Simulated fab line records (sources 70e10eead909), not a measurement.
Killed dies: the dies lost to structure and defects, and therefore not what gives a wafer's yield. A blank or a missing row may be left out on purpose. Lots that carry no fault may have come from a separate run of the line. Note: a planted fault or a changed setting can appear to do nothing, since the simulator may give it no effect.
Matching of chambers || flow nand-harc || 4 sister chambers for NHARC_A_CHANNEL_FILL_D1_ETCHBACK_20 on rie-diel-02
The step etches the open film in C4F8/O2/Ar, target depth 27 nm, time 13.5 s. 4 wafers are shown with their chamber, then 11 later ones without.

== WAFERS PAIRED WITH THEIR CHAMBERS ==
{"wafer": "L084.6", "chamber": 2, "rf-vpp-V (V)": 982}
{"wafer": "L089.4", "chamber": 1, "rf-vpp-V (V)": 984}
{"wafer": "L089.6", "chamber": 0, "rf-vpp-V (V)": 972}
{"wafer": "L090.1", "chamber": 3, "rf-vpp-V (V)": 974}

== WAFERS MISSING THEIR CHAMBER ==
{"wafer": "L090.5", "rf-vpp-V (V)": 985}
{"wafer": "L090.6", "rf-vpp-V (V)": 972}
{"wafer": "L095.1", "rf-vpp-V (V)": 981}
{"wafer": "L095.5", "rf-vpp-V (V)": 971}
{"wafer": "L095.6", "rf-vpp-V (V)": 983}
{"wafer": "L093.1", "rf-vpp-V (V)": 972}
{"wafer": "L093.2", "rf-vpp-V (V)": 982}
{"wafer": "L093.4", "rf-vpp-V (V)": 983}
{"wafer": "L094.2", "rf-vpp-V (V)": 976}
{"wafer": "L094.3", "rf-vpp-V (V)": 984}
{"wafer": "L094.6", "rf-vpp-V (V)": 985}

== THE CHAMBER EACH PASSED THROUGH ==
{"wafer": "L090.5", "from the rows above": 1, "in truth": 1}
{"wafer": "L090.6", "from the rows above": 0, "in truth": 0}
{"wafer": "L095.1", "from the rows above": 2, "in truth": 2}
{"wafer": "L095.5", "from the rows above": 0, "in truth": 0}
{"wafer": "L095.6", "from the rows above": "can't be placed: 1 or 2", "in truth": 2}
{"wafer": "L093.1", "from the rows above": 0, "in truth": 0}
{"wafer": "L093.2", "from the rows above": 2, "in truth": 2}
{"wafer": "L093.4", "from the rows above": "can't be placed: 1 or 2", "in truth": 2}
{"wafer": "L094.2", "from the rows above": 3, "in truth": 3}
{"wafer": "L094.3", "from the rows above": 1, "in truth": 1}
{"wafer": "L094.6", "from the rows above": 1, "in truth": 1}
Correctly placed: 9 of 11. Can't be placed from these rows: 2 (the true chamber is among the candidates in 2). Wrongly placed: 0.
How it was worked out, from the rows above alone: a wafer's distance from a chamber is the root of the sum, over the readings, of the square of ((its reading less the chamber's mean) divided by the reading's scatter). If the next closest chamber is less than 2 further off than the closest, the wafer can't be placed; otherwise it belongs to the closest. The mean given for a chamber averages the wafers shown for that chamber. The scatter: root of mean squared gap, hidden wafer to nearest shown wafer, with one shown wafer a chamber.
